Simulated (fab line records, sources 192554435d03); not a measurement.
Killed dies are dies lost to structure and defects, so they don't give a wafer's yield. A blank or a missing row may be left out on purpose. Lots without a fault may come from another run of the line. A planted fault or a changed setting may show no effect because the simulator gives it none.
Which tool did it? | flow n5_finfet | 10 lots, 28 wafers sampled, at 2 steps of a route of 1938

WHAT THE GAUGES READ, wafer by wafer
N5_BEOL_M13_CD_MEAS_28: target cd 209.5 nm. Usual: cd_nm 209.1 nm, standard deviation 0.82.
lot  | measured     | on        | cd_nm (nm)        | flag
L488 | day 10 14:42 | cd_sem-02 | 208.9 208.9 208.4 |
L489 | day 10 15:14 | cd_sem-01 | 209.1 209.1 209.4 |
L491 | day 11 13:49 | cd_sem-03 | 209.4 208.9 209.1 |
L494 | day 12 14:49 | cd_sem-03 | 211.7 209.3 209.2 |
L496 | day 13 01:33 | cd_sem-03 | 209.6 210.3 209.0 |
L497 | day 13 14:20 | cd_sem-03 | 210.2 208.7 208.6 |
L498 | day 13 20:50 | cd_sem-02 | 209.3 209.4 210.2 |
L503 | day 14 19:41 | cd_sem-01 | 209.6 209.6       |
L505 | day 15 03:20 | cd_sem-03 | 209.1 208.6       |
L508 | day 16 07:37 | cd_sem-02 | 210.2 208.1 208.6 |

WHICH TOOL RAN EACH LOT (tool, then ch and the chambers of the sampled wafers, then the start)
lot  | N5_BEOL_M13_DESCUM_15
L488 | rie_diel-05 ch 0,1,2, day 10 13:50
L489 | rie_diel-05 ch 0,1,3, day 10 14:22
L491 | rie_diel-02 ch 0,2,3, day 11 12:41
L494 | rie_diel-02 ch 2,3, day 12 13:57
L496 | rie_diel-05 ch 0,2,3, day 13 00:34
L497 | rie_diel-04 ch 1,2, day 13 13:28
L498 | rie_diel-04 ch 2,3, day 13 19:58
L503 | rie_diel-04 ch 0,1, day 14 18:42
L505 | rie_diel-04 ch 0,1, day 15 02:21
L508 | rie_diel-02 ch 0,2, day 16 06:35
- N5_BEOL_M13_DESCUM_15: chemistry O2, time 7.9 s.

WHAT THE TOOLS THEMSELVES READ (means of the sampled wafers that have a number; where no wafer has one, the mark that the record gives instead)
N5_BEOL_M13_DESCUM_15. Usual: chamber_pressure_mTorr 20.001 mTorr, standard deviation 0.019; drypump_motor_current_A 5.8 A, standard deviation 0.42; oes_product_au 0.80 a.u., standard deviation 0.078; rf_vpp_V 243.3 V, standard deviation 1.1; showerhead_plenum_p_Torr 2.10 Torr, standard deviation 0.056; throttle_valve_pct 20.50 %, standard deviation 0.26.
lot  | tool        | chamber_pressure_mTorr (mTorr) | drypump_motor_current_A (A) | oes_product_au (a.u.) | rf_vpp_V (V) | showerhead_plenum_p_Torr (Torr) | throttle_valve_pct (%) | flag
L488 | rie_diel-05 | 19.984                         | 5.5                         | 0.81                  | 242.6        | 2.07                            | 20.45                  |
L489 | rie_diel-05 | 19.998                         | 5.6                         | 0.78                  | 242.8        | 2.08                            | 20.50                  |
L491 | rie_diel-02 | 19.991                         | 5.9                         | 0.69                  | 243.7        | 2.09                            | 20.83                  |
L494 | rie_diel-02 | 20.013                         | 5.8                         | 0.69                  | 243.4        | 2.07                            | 20.86                  |
L496 | rie_diel-05 | 20.004                         | 5.6                         | 0.75                  | 244.7        | 2.10                            | 20.68                  |
L497 | rie_diel-04 | 20.002                         | 5.7                         | 0.86                  | 242.9        | 2.12                            | 20.19                  |
L498 | rie_diel-04 | 19.984                         | 5.3                         | 0.87                  | 244.0        | 2.13                            | 20.28                  |
L503 | rie_diel-04 | 20.005                         | 6.0                         | 0.78                  | 242.8        | 2.05                            | 20.52                  |
L505 | rie_diel-04 | 20.018                         | 5.9                         | 0.77                  | 243.8        | 2.05                            | 20.52                  |
L508 | rie_diel-02 | 19.998                         | 6.0                         | 0.75                  | 243.2        | 2.09                            | 20.70                  |

THE ANSWER, worked out from the rows above alone
Rule: a lot is off if the mean of its wafers that have a number lies more than 3 standard deviations from the usual mean. A lot without any number at a reading at which 4 lots or more have one is off too. The other lots that the step has rows for count as sound. The gauges are gone through in route order, then the tools' own readings, and for those a lot's mean is taken as printed above. The first step at which some lot is off is used, and at that step the reading that is off furthest; a lot without a number counts as furthest.
No lot is off at any reading shown: from this, nothing can be told.

WHAT THE SIMULATOR HAD PUT IN
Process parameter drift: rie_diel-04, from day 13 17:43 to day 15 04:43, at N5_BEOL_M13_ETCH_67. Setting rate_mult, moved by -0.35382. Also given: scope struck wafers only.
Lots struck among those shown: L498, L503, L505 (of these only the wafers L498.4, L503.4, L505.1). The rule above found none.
